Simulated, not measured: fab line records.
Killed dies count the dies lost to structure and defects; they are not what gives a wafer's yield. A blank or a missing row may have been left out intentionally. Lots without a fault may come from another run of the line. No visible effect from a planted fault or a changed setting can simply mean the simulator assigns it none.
Matching of chambers | flow n5-finfet | N5_FIN_SAQP_STRIP_55 on rie-diel-03 has 4 sister chambers
The step strips in N2/H2. 14 wafers are shown with their chamber, then 7 later ones without.

WAFERS WITH THEIR CHAMBER
wafer  | chamber | showerhead-plenum-p-Torr (Torr) | drypump-motor-current-A (A) | throttle-valve-pct (%)
L079.3 | 0       | 3.33                            | 6.1                         | 18.83
L079.4 | 1       | 3.43                            | 5.5                         | 18.76
L079.6 | 1       | 3.43                            | 5.5                         | 18.75
L080.1 | 0       | 3.33                            | 6.1                         | 18.85
L080.2 | 2       | 3.39                            | 5.4                         | 18.81
L080.6 | 1       | 3.43                            | 5.5                         | 18.72
L088.2 | 2       | 3.38                            | 5.4                         | 18.86
L088.3 | 3       | 3.27                            | 6.4                         | 18.43
L088.6 | 3       | 3.27                            | 6.3                         | 18.43
L089.3 | 2       | 3.38                            | 5.4                         | 18.87
L089.4 | 0       | 3.32                            | 6.1                         | 18.88
L089.6 | 2       | 3.38                            | 5.4                         | 18.87
L092.1 | 1       | 3.42                            | 5.4                         | 18.76
L092.4 | 3       | 3.27                            | 6.3                         | 18.45

SIGNATURES (averages over the wafers above)
reading                  | chamber 0 | chamber 1 | chamber 2 | chamber 3 | scatter within a chamber
showerhead-plenum-p-Torr | 3.3267    | 3.4275    | 3.3825    | 3.2700    | 0.00465
drypump-motor-current-A  | 6.100     | 5.475     | 5.400     | 6.333     | 0.0376
throttle-valve-pct       | 18.8533   | 18.7475   | 18.8525   | 18.4367   | 0.0225
Rule: for each reading, subtract the chamber's mean from the wafer's reading, divide by that reading's scatter and square the result; add these up over the readings and take the root, which gives the wafer's distance from the chamber. The wafer belongs to the nearest chamber; if the next one is less than 2 further off, it can't be placed. The scatter: take each reading less its chamber's mean, square it, sum over the shown wafers, divide by the number of wafers less the number of chambers, and take the root.

WAFERS WITH NO CHAMBER GIVEN
wafer  | showerhead-plenum-p-Torr (Torr) | drypump-motor-current-A (A) | throttle-valve-pct (%)
L092.5 | 3.31                            | 6.1                         | 18.89
L096.4 | 3.26                            | 6.3                         | 18.45
L096.5 | 3.37                            | 5.4                         | 18.85
L096.6 | 3.26                            | 6.4                         | 18.48
L097.1 | 3.42                            | 5.5                         | 18.81
L097.2 | 3.31                            | 6.1                         | 18.93
L097.5 | 3.37                            | 5.4                         | 18.90

CHAMBER TAKEN BY EACH
wafer  | from the rows above | in truth
L092.5 | 0                   | 0
L096.4 | 3                   | 3
L096.5 | 2                   | 2
L096.6 | 3                   | 3
L097.1 | 1                   | 1
L097.2 | 0                   | 0
L097.5 | 2                   | 2
Correct placement for 7 of the 7. From these rows, 0 cannot be placed. Wrongly placed: 0.
